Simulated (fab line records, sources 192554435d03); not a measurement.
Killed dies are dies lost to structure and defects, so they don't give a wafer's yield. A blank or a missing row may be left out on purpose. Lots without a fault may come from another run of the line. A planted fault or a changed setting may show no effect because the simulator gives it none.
A struck lot beside a sound one | flow n5_finfet | 16 steps out of a route of 1938
Sound: wafers L356.1, L356.4, L356.6. Struck: wafer L355.2. (L355.1 of the same lot was not struck and is left out.) The cause comes at the end.
At each step with rows: each side's tool, then ch and its chambers, then its first start. Under that, the readings that differ: sound wafers | struck wafers | difference of the means | sigmas: that difference in standard deviations of wafers without a fault.
alike: readings whose means differ by less than 2 such deviations, and words and numbers that are the same on both sides. not compared: withheld readings, readings that some wafer has no value for, bounds like >300 that may hide the same value, and numbers for which the record gives no deviation and whose values overlap.
The two part at a step that has a row with sigmas, a row that says differs or no value, or rows on one side only. Numbers that don't overlap but have no deviation are shown without sigmas and don't part them. A reading that every wafer of one side lacks parts them only if that side has two wafers or more.

first, 1 step without rows for these wafers: N5_GATE_CUT_ETCH_19 (etches SiNx in CH3F/O2, target depth 53.7 nm, time 76.7 s).
N5_GATE_CUT_CUT_ETCH_53: etches W in SF6/Cl2, target depth 79.2 nm.
  sound on rie_metal-02 ch 0, day 8 20:04; struck on rie_metal-03 ch 1, day 8 11:36
  reading                | sound             | struck | difference | sigmas
  throttle_valve_pct (%) | 28.73 28.74 28.74 | 29.36  | +0.62      | +2
  alike: bias_w, drypump_motor_current_A, etch_rf_on_time_s, oes_product_au
  not compared: rf_hours_counter_h
N5_GATE_CUT_CUT_ETCH_54: etches TiN in Cl2/BCl3, target depth 96.7 nm.
  sound on rie_metal-02 ch 0, day 8 20:11; struck on rie_metal-03 ch 1, day 8 11:40
  reading                | sound             | struck | difference | sigmas
  bias_w (W)             | 125.7 125.8 126.4 | 125.2  | -0.8       | -2
  mfc_ar_sccm (sccm)     | 25.00 25.18 25.02 | 24.91  | -0.16      | -2
  throttle_valve_pct (%) | 22.06 22.07 22.05 | 22.59  | +0.53      | +2
  alike: drypump_motor_current_A, etch_rf_on_time_s, oes_product_au
  not compared: rf_hours_counter_h
N5_GATE_CUT_CUT_ETCH_55: etches HfO2 in BCl3, target depth 3.2 nm.
  sound on rie_metal-02 ch 0, day 8 20:18; struck on rie_metal-03 ch 1, day 8 11:43
  reading                     | sound             | struck | difference | sigmas
  drypump_motor_current_A (A) | 5.1 5.1 5.1       | 6.0    | +0.9       | +2
  throttle_valve_pct (%)      | 32.92 32.93 32.92 | 33.69  | +0.77      | +3
  alike: bias_w, oes_product_au
  not compared: rf_hours_counter_h
then, 2 steps without rows for these wafers: N5_GATE_CUT_ETCH_47 (etches SiO2 in Cl2/BCl3, target depth 10 nm); N5_GATE_CUT_VAPOR_ETCH_48 (etches TiN in BCl3/Cl2).
N5_GATE_CUT_VAPOR_ETCH_49: etches TiAlC in BCl3/Cl2.
  sound on rie_metal-02 ch 0, day 8 20:29; struck on rie_metal-03 ch 1, day 8 11:49
  reading                     | sound       | struck | difference | sigmas
  drypump_motor_current_A (A) | 5.1 5.1 5.1 | 6.0    | +0.9       | +2
  alike: oes_product_au
then, 1 step without rows for these wafers: N5_GATE_CUT_VAPOR_ETCH_51 (etches HfO2 in BCl3/Cl2).
N5_GATE_CUT_STRIP_21: strips in N2/H2, time 30 s.
  sound on plasma_asher-02 ch 0, day 8 20:38; struck on plasma_asher-01 ch 1, day 8 11:54
  reading                     | sound          | struck | difference | sigmas
  drypump_motor_current_A (A) | 5.36 5.39 5.37 | 5.75   | +0.38      | +2
  alike: heater_power_w
  not compared: rf_hours_counter_h
then, 3 steps without rows for these wafers: N5_GATE_CUT_STRIP_29 (strips in post etch residue remover, time 60 s); N5_GATE_CUT_SRD_52 (time 30 s); N5_GATE_CUT_ALD_22 (deposits SiNx, target thk 16 nm, pulse time 1 s, ald cycles 320).
N5_GATE_CUT_CMP_23: polishes, stops on SiO2, t overpolish 23.4 s, target thk 16 nm.
  sound on cmp-01 ch 1,2, day 8 23:13; struck on cmp-04 ch 3, day 8 13:35
  reading                                   | sound          | struck | difference | sigmas
  time_to_endpoint_s (s)                    | 17.7 15.7 17.6 | 8.7    | -8.3       | -4
  model.SiNx_of_GATE_CUT_ALD_22.thk_nm (nm) | 15.8 15.8 15.8 | 14.4   | -1.4       |
  alike: motor_current_A, overpolish_run_s
  not compared: pad_life_wafers
N5_GATE_CUT_THK_MEAS_24:
  sound on film_metro-01, day 8 23:28; struck on film_metro-02, day 8 13:50
  reading          | sound             | struck | difference | sigmas
  GC_FILL_THK (nm) | 223.5 221.0 219.5 | 217.1  | -4.2       | -2
-- the record jumps here: 4 days lie between the struck wafers' starts before and after (it left off in module GATE_CUT and takes up again in module BEOL_M4, whose first step shown is number 1111 of the route) --
N5_BEOL_M4_RC_MEAS_101:
  sound on prober-02 ch 0, day 12 12:32; struck on prober-02 ch 0, day 12 08:45
  alike: DIBL_N, DIBL_P, IOFF_N, IOFF_P, ION_N, ION_P, SS_N, SS_P, VT_N, VT_P
then, 1 step without rows for these wafers: N5_PASSIVATION_PROBE_49.

WHERE THEY PART
First at N5_GATE_CUT_CUT_ETCH_53; last, within this record, at N5_GATE_CUT_THK_MEAS_24. Later steps at which nothing parts them and some readings are alike: N5_BEOL_M4_RC_MEAS_101.

WHY: what the simulator had put in
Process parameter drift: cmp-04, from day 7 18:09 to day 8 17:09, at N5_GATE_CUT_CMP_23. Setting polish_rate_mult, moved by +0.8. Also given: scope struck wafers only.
